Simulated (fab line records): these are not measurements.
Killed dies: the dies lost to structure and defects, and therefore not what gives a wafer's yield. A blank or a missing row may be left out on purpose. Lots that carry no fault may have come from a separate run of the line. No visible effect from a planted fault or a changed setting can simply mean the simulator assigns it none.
fab line records | flow n5-finfet | part 2 of 2: steps 31 to 36 of 36
[record] lots = 5 wafers = 15 last-day = 21
route steps=1938 shown WELL_APT@38 PMOS_HMC_CHANNEL_EPI@57
lots that met no fault: from a run of the same line without faults
start-h: the number of hours between the record's first day and the start of the first shown wafer of the lot | wait-h: how many hours have passed since the lot's step before this one | " unchanged from the row above | L1.1+2: a row that stands for several wafers | - either no value or no given start | * or withheld: withheld | < > ~ a bound
route shown NAME@n: NAME is a module with steps in the file, n the number in the route of the first one | usual: mean/standard deviation taken from wafers without a fault | same: alike in all rows | chamber/n: place in a boat | sites: readings site by site | _std_site: their standard deviation | _edge_site: the outer-site mean with the inner-site mean subtracted | radius-mm: for every site, how far away it sits from the centre of the wafer | mask NAME#n: copy n | behind: tool/chamber where the wafer was last shaped | hold: reason for holding the lot/hours on hold/outcome of the hold | device: the transistor (n, p or np) that didn't switch | end of line: tests of these same wafers at the route's end | step lacking rows: just its recipe | killed: at the first sort, the dies lost to defects and structure; wafer yield is something else | map: shows each die of a wafer: x if killed, . if not, _ if none is there
set.NAME: the run value of the setting; set.NAME@STEP: its run value at that earlier step | model.NAME: the simulator's own value behind a step, which no gauge read
certain route steps with their lots: each step a table, each wafer a row
services: from which hour (start-h, from the record's first day; less than 0 if before it) a tool's chamber was out of use, for how many hours, and why
[[steps]]
[step N5_PMOS_HMC_CHANNEL_EPI_DESCUM_14]
[recipe] chemistry = O2 time-s = 7.9 source-power-w = 50 bias-power-w = 20 pressure-mtorr = 20 rf-frequency-hz = 2.712e+07 temp-c = 40 resist = CAR-ArF-block o2-flow-sccm = 225
[usual] drypump-motor-current-A = 5.7/0.41 oes-product-au = 0.76/0.065 rf-vpp-V = 242.9/1.4 showerhead-plenum-p-Torr = 2.08/0.075 throttle-valve-pct = 20.4/0.31
// columns lot.wafer tool chamber start-h wait-h drypump-motor-current-A oes-product-au rf-hours-counter-h rf-vpp-V showerhead-plenum-p-Torr throttle-valve-pct
L082.2 rie-diel-06 2 65.57 0.0 5.8 0.74 138 244.2 2.16 19.8
L082.4 " 1 " " 5.6 0.80 104 243.4 2.03 20.9
L082.5 " 2 " " 5.8 0.74 - 245.6 2.16 19.8
L084.2 rie-diel-02 3 77.66 0.1 5.4 0.93 7 245.0 2.24 20.1
L084.4 " 0 " " 5.8 0.88 40 241.8 2.03 20.3
L084.6 " 0 " " 5.8 0.88 - 243.4 2.03 20.3
L091.1 rie-diel-03 3 119.75 0.0 6.5 0.77 109 243.5 2.12 20.3
L091.2 " 1 " " 5.9 0.74 194 245.0 2.16 20.3
L091.5 " 3 " " 6.5 0.77 - 242.7 2.12 20.3
L094.2 rie-diel-02 2 137.59 0.0 5.8 0.71 169 242.7 2.00 20.6
L094.5 " 0 " " 5.8 0.86 - 243.0 2.02 20.3
L094.6 " 1 " " 4.9 0.78 - 243.9 2.13 20.8
L097.1 rie-diel-03 0 155.26 0.2 5.2 0.67 234 244.4 2.05 20.7
L097.4 " 2 " " 6.0 0.72 178 240.4 1.99 20.1
L097.5 " 1 " " 5.9 0.73 - 243.9 2.15 20.4
[step N5_PMOS_HMC_CHANNEL_EPI_ETCH_32]
[recipe] chemistry = N2/H2 target = BARC stop-on = SiO2 target-depth-a = 858 over-etch-frac = 0.3 time-s = 50.3 ion-energy-ev = 200 mask-material = CAR-ArF-block pressure-mtorr = 30 source-w = 840 bias-w = 150 n2-flow-sccm = 200 h2-flow-sccm = 200
[usual] drypump-motor-current-A = 5.7/0.41 oes-product-au = 0.65/0.053 rf-vpp-V = 523.3/2.4 showerhead-plenum-p-Torr = 2.52/0.086 throttle-valve-pct = 17.86/0.29
// columns lot.wafer tool chamber start-h wait-h drypump-motor-current-A oes-product-au rf-hours-counter-h rf-vpp-V showerhead-plenum-p-Torr throttle-valve-pct
L082.2 rie-diel-06 2 65.60 0.0 5.8 0.65 138 528.7 2.65 17.40
L082.4 " 1 " " 5.6 0.69 104 520.6 2.43 18.02
L082.5 " 2 " " 5.8 0.65 - 525.7 2.65 17.40
L084.2 rie-diel-02 3 77.70 0.0 5.4 0.79 7 529.4 2.71 17.48
L084.4 " 0 " " 5.8 0.74 40 522.7 2.46 17.62
L084.6 " 0 " " 5.8 0.74 - 521.4 2.46 17.64
L091.1 rie-diel-03 3 119.78 0.0 6.5 0.67 109 525.4 2.55 17.62
L091.2 " 1 " " 5.9 0.63 194 524.8 2.63 17.84
L091.5 " 3 " " 6.5 0.67 - 522.7 2.55 17.64
L094.2 rie-diel-02 2 137.63 0.0 5.8 0.61 169 520.6 2.45 18.18
L094.5 " 0 " " 5.8 0.73 - 522.4 2.46 17.65
L094.6 " 1 " " 4.8 0.66 - 523.5 2.54 18.09
L097.1 rie-diel-03 0 155.30 0.0 5.2 0.58 234 522.3 2.50 18.14
L097.4 " 2 " " 6.0 0.61 178 519.4 2.43 17.61
L097.5 " 1 " " 5.9 0.63 - 525.9 2.63 17.86
[step N5_PMOS_HMC_CHANNEL_EPI_HM_OPEN_15]
[recipe] chemistry = CHF3/O2 target = SiO2 mask-material = CAR-ArF-block target-depth-a = 406 CHF3_flow_sccm = 50 O2_flow_sccm = 5 Ar_flow_sccm = 200 time-s = 20.3 pressure-mtorr = 30 source-w = 650 bias-w = 170 ion-energy-ev = 200
[usual] drypump-motor-current-A = 5.7/0.41 oes-product-au = 0.76/0.064 rf-vpp-V = 523/14 showerhead-plenum-p-Torr = 2.41/0.08 throttle-valve-pct = 19.0/0.32
// columns lot.wafer tool chamber start-h wait-h drypump-motor-current-A oes-product-au rf-hours-counter-h rf-vpp-V showerhead-plenum-p-Torr throttle-valve-pct
L082.2 rie-diel-06 2 65.64 0.0 5.8 0.75 138 521 2.53 18.5
L082.4 " 1 " " 5.6 0.80 104 522 2.36 19.4
L082.5 " 2 " " 5.8 0.75 - 521 2.53 18.5
L084.2 rie-diel-02 3 77.74 0.0 5.4 0.92 7 525 2.56 18.5
L084.4 " 0 " " 5.8 0.87 40 518 2.39 19.0
L084.6 " 0 " " 5.8 0.87 - 518 2.39 19.0
L091.1 rie-diel-03 3 119.83 0.0 6.4 0.77 109 530 2.46 18.9
L091.2 " 1 " " 5.9 0.75 194 532 2.49 18.9
L091.5 " 3 " " 6.4 0.78 - 530 2.46 18.9
L094.2 rie-diel-02 2 137.67 0.0 5.8 0.73 169 544 2.32 19.2
L094.5 " 0 " " 5.8 0.86 - 517 2.38 19.1
L094.6 " 1 " " 4.8 0.79 - 513 2.45 19.3
L097.1 rie-diel-03 0 155.34 0.0 5.2 0.68 234 489 2.37 19.3
L097.4 " 2 " " 6.0 0.73 178 524 2.29 18.5
L097.5 " 1 " " 5.9 0.74 - 532 2.49 18.9
[step N5_PMOS_HMC_CHANNEL_EPI_STRIP_33]
[recipe] chemistry = N2/H2 power-w = 500 temp-c = 40 pressure-mtorr = 50 rf-frequency-hz = 6e+07 overash-fraction = 0.3 bias-power-w = 8 h2-frac = 0.5 n2-flow-sccm = 300 h2-flow-sccm = 300
[usual] drypump-motor-current-A = 5.7/0.4 oes-product-au = 0.76/0.065 rf-vpp-V = 54.2/1.6 showerhead-plenum-p-Torr = 3.33/0.11 throttle-valve-pct = 18.8/0.34
// columns lot.wafer tool chamber start-h wait-h drypump-motor-current-A oes-product-au rf-hours-counter-h rf-vpp-V showerhead-plenum-p-Torr throttle-valve-pct
L082.2 rie-diel-06 2 65.70 0.0 5.8 0.74 138 55.5 3.50 18.3
L082.4 " 1 " " 5.7 0.81 104 52.2 3.22 18.9
L082.5 " 2 " " 5.8 0.75 - 56.1 3.50 18.3
L084.2 rie-diel-02 3 77.80 0.0 5.4 0.91 7 52.5 3.57 18.7
L084.4 " 0 " " 5.8 0.87 40 52.9 3.26 18.5
L084.6 " 0 " " 5.8 0.86 - 53.6 3.26 18.6
L091.1 rie-diel-03 3 119.88 0.0 6.5 0.77 109 57.3 3.37 18.5
L091.2 " 1 " " 5.9 0.75 194 54.7 3.47 18.8
L091.5 " 3 " " 6.5 0.77 - 55.9 3.37 18.5
L094.2 rie-diel-02 2 137.72 0.0 5.9 0.72 169 55.9 3.24 19.1
L094.5 " 0 " " 5.8 0.86 - 53.9 3.25 18.6
L094.6 " 1 " " 4.9 0.78 - 52.7 3.36 19.4
L097.1 rie-diel-03 0 155.40 0.0 5.3 0.68 234 53.5 3.30 18.9
L097.4 " 2 " " 5.9 0.71 178 55.0 3.21 18.7
L097.5 " 1 " " 5.9 0.73 - 55.1 3.47 18.8
[step N5_PMOS_HMC_CHANNEL_EPI_STRIP_17]
[recipe] chemistry = SPM time-s = 750 temp-c = 130 h2so4-h2o2-vol-ratio = 4 dry = ipa-marangoni
// columns lot.wafer tool chamber start-h wait-h
L082.2+4+5 wet-bench-02 0,6,1 65.77 -
L084.2+4+6 wet-bench-02 7,3,4 77.89 -
L091.1+2+5 wet-bench-02 6,2,1 119.95 -
L094.2+5+6 wet-bench-03 0,6,5 137.79 -
L097.1+4+5 wet-bench-03 7,3,4 155.46 -
[step N5_PMOS_HMC_CHANNEL_EPI_ETCH_38]
[recipe] chemistry = CF4 target = SiO2 target-depth-a = 15 ion-energy-ev = 350 pressure-mtorr = 10 icp-w = 800 bias-w = 400 cf4-flow-sccm = 80
[usual] drypump-motor-current-A = 5.8/0.4 oes-product-au = 0.999/0.028 throttle-valve-pct = 21.69/0.28
// columns lot.wafer tool chamber start-h wait-h drypump-motor-current-A oes-product-au rf-hours-counter-h throttle-valve-pct
L082.2 rie-si-06 1 66.00 0.0 6.0 0.953 3 21.43
L082.4 " 3 " " 5.7 0.986 185 21.66
L082.5 " 0 " " 6.1 0.954 - 21.60
L084.2 rie-si-05 2 78.12 0.0 5.1 0.969 131 22.27
L084.4 " 3 " " 5.6 1.018 176 21.74
L084.6 " 0 " " 6.3 1.003 - 21.59
L091.1 rie-si-05 3 120.18 0.0 5.6 1.020 176 21.74
L091.2 " 1 " " 5.8 1.040 13 21.43
L091.5 " 0 " " 6.3 1.016 - 21.57
L094.2 rie-si-04 1 138.03 0.0 5.0 0.970 107 21.68
L094.5 " 2 " " 5.9 1.011 - 22.34
L094.6 " 3 " " 6.2 1.048 - 21.47
L097.1 rie-si-04 2 155.70 0.0 5.9 1.013 18 22.34
L097.4 " 1 " " 5.0 0.991 108 21.71
L097.5 " 2 " " 5.9 1.032 - 22.34
[[services]]
// columns tool chamber start-h hours kind
rtp-anneal-02 - 40.59 5.3 pm
krf-scanner-01 - 40.84 4.0 pm
rie-diel-06 2 43.11 2.8 repair
rie-diel-02 - 48.24 1.3 repair
arfi-scanner-01 - 52.55 1.3 pm
rie-si-04 3 56.76 5.6 repair
krf-scanner-01 - 57.01 1.7 repair
implanter-02 - 57.17 3.4 repair
epi-rpcvd-03 - 67.26 0.3 repair
pecvd-04 - 69.75 3.1 repair
arfi-scanner-03 - 71.69 1.0 pm
arfi-scanner-01 - 74.45 21.0 pm
pecvd-04 0 78.57 8.8 repair
rie-diel-02 1 82.56 4.2 repair
rie-diel-06 - 82.88 0.7 repair
rie-diel-05 - 89.99 15.6 pm
arfi-scanner-01 - 95.45 1.0 pm
rie-si-04 2 100.54 8.3 repair
krf-scanner-01 - 103.01 0.8 repair
implanter-01 - 108.35 3.0 repair
rie-diel-01 - 109.73 14.6 pm
wet-bench-06 - 114.37 3.9 repair
rie-diel-03 2 118.77 6.3 repair
krf-scanner-01 - 153.97 0.8 pm
